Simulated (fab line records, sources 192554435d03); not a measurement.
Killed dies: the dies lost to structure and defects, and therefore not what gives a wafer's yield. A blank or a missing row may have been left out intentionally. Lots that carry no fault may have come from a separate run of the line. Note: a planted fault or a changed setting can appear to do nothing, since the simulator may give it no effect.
8D (eight disciplines) problem report, filled in by code + flow n5_finfet + the parts of the form that need people (team, actions taken, sign-off) are left out

## 1. WHAT IS WRONG
At N5_PASSIVATION_PROBE_49, killed_at_other averages 1087.5 over 4 wafers from 3 lots, while fault-free wafers read 3.5, standard deviation 2.7. So: +99 or more standard deviations from the usual mean.
Earliest sighting: wafer L953.3 on prober-01 at day 16 11:36. The record has a number at this step for 17 wafers belonging to 6 lots. By rule, "out" or "out of limits" means more than 4 standard deviations away from the usual mean. All remaining wafers that have a number are taken as sound.

## 2. WHAT IT IS; WHAT IT IS NOT
| question                    | is                                                                                             | is not                                                                                                                                                              |
|-----------------------------|------------------------------------------------------------------------------------------------|---------------------------------------------------------------------------------------------------------------------------------------------------------------------|
| which readings at this step | killed_at_other, defect_limited_yield, killed_dies, killed_on_rim, sort_n_pass, sort_yield_pct | killed_at_M0_to_M3, killed_at_M4_up, killed_at_contacts, killed_at_front_end, killed_open, killed_short, sort_bin_4_leakage, sort_bin_5_function, sort_bin_6_memory |
| which lots                  | L953, L954, L955                                                                               | L937, L947, L957                                                                                                                                                    |
| which wafers of those lots  | L953.3, L954.3, L954.4, L955.3                                                                 | L953.2, L954.6, L955.2, L955.5                                                                                                                                      |
| read on which tools         | prober-01                                                                                      | -                                                                                                                                                                   |
| when                        | from day 16 11:36                                                                              | up to then (7 sound wafers); but 6 sound wafers of L954, L955, L957 came after                                                                                      |

## 3. WHAT RULES OUT EACH SUSPECT
Counting: a tool at a process step up to the reading stays a suspect if it ran every lot that is out. Sound lots after the first of them don't rule it out here, since some wafers of a struck lot are sound.
- pecvd-02 at N5_MIM_TOP_ETCH_PECVD_03 (deposits SiNx from SiH4/NH3/N2, target thk 20 nm, time 17.6 s): kept. It ran every lot that is out, first L953 (day 16 00:59).
- rie_diel-02 at N5_PASSIVATION_PASS_ETCH_74 (etches SiNx in CF4/O2, target depth 220 nm, time 110 s): kept. It ran every lot that is out, first L953 (day 16 03:21).
- pvd_sputter-02 at N5_PASSIVATION_SPUTTER_20 (material TaN, target thk 50 nm): kept. Ran every lot that is out, first one L953 (day 16 05:38); last sound lot up to then L947 (day 14 21:44).
- prober-01 at N5_PASSIVATION_PROBE_49: kept. Ran every lot that is out, first one L953 (day 16 11:33); last sound lot up to then L947 (day 15 03:19). Its own defect_limited_yield, killed_at_other, killed_dies, killed_on_rim, sort_n_pass, sort_yield_pct readings are out on those wafers.
Left after counting: pecvd-02 at N5_MIM_TOP_ETCH_PECVD_03, rie_diel-02 at N5_PASSIVATION_PASS_ETCH_74, pvd_sputter-02 at N5_PASSIVATION_SPUTTER_20, prober-01 at N5_PASSIVATION_PROBE_49.

## 4. THE CAUSE (what the simulator had put in)
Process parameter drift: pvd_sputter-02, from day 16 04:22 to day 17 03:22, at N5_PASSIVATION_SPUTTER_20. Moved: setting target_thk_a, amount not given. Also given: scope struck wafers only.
After counting, 4 suspects remain, this tool included.

## 5. THE EFFECT CHAIN, in route order
Each row: a reading where the mean over the struck wafers with a number is more than 3 standard deviations away from the usual. Scope: only readings with a usual standard deviation given in the record; hours: median across lots of the time from each lot's start at the first step in this table that gives one to its start at this step; sigmas: change in usual standard deviations.
| hours | step                    | reading              | usual  | on struck wafers | change  | sigmas      |
|-------|-------------------------|----------------------|--------|------------------|---------|-------------|
| 0     | N5_PASSIVATION_PROBE_49 | defect_limited_yield | 91.1 % | 0.0              | -91.1   | -65         |
| 0     | N5_PASSIVATION_PROBE_49 | killed_at_other      | 3.5    | 1087.5           | +1084.0 | +99 or more |
| 0     | N5_PASSIVATION_PROBE_49 | killed_dies          | 105    | 1180             | +1075   | +67         |
| 0     | N5_PASSIVATION_PROBE_49 | killed_on_rim        | 13     | 152              | +139    | +34         |
| 0     | N5_PASSIVATION_PROBE_49 | sort_n_pass          | 1074   | 0                | -1074   | -63         |
| 0     | N5_PASSIVATION_PROBE_49 | sort_yield_pct       | 91.0 % | 0.0              | -91.0   | -61         |
The process steps in it:
- N5_PASSIVATION_PROBE_49

## 6. HOW IT WOULD HAVE BEEN CAUGHT EARLIER
First out-of-limits reading in this record: day 16 11:36, which is 7 hours after fault onset at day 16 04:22.
No tool reading at N5_PASSIVATION_SPUTTER_20 that has a usual standard deviation in the record was out on any struck wafer, so an alarm limit of 4 standard deviations on those readings would not have fired.
Among the 3 lots that are out, L954, L955 began N5_PASSIVATION_SPUTTER_20 on pvd_sputter-02 after day 16 11:36. A hold on the tool at that time would have spared those 2.
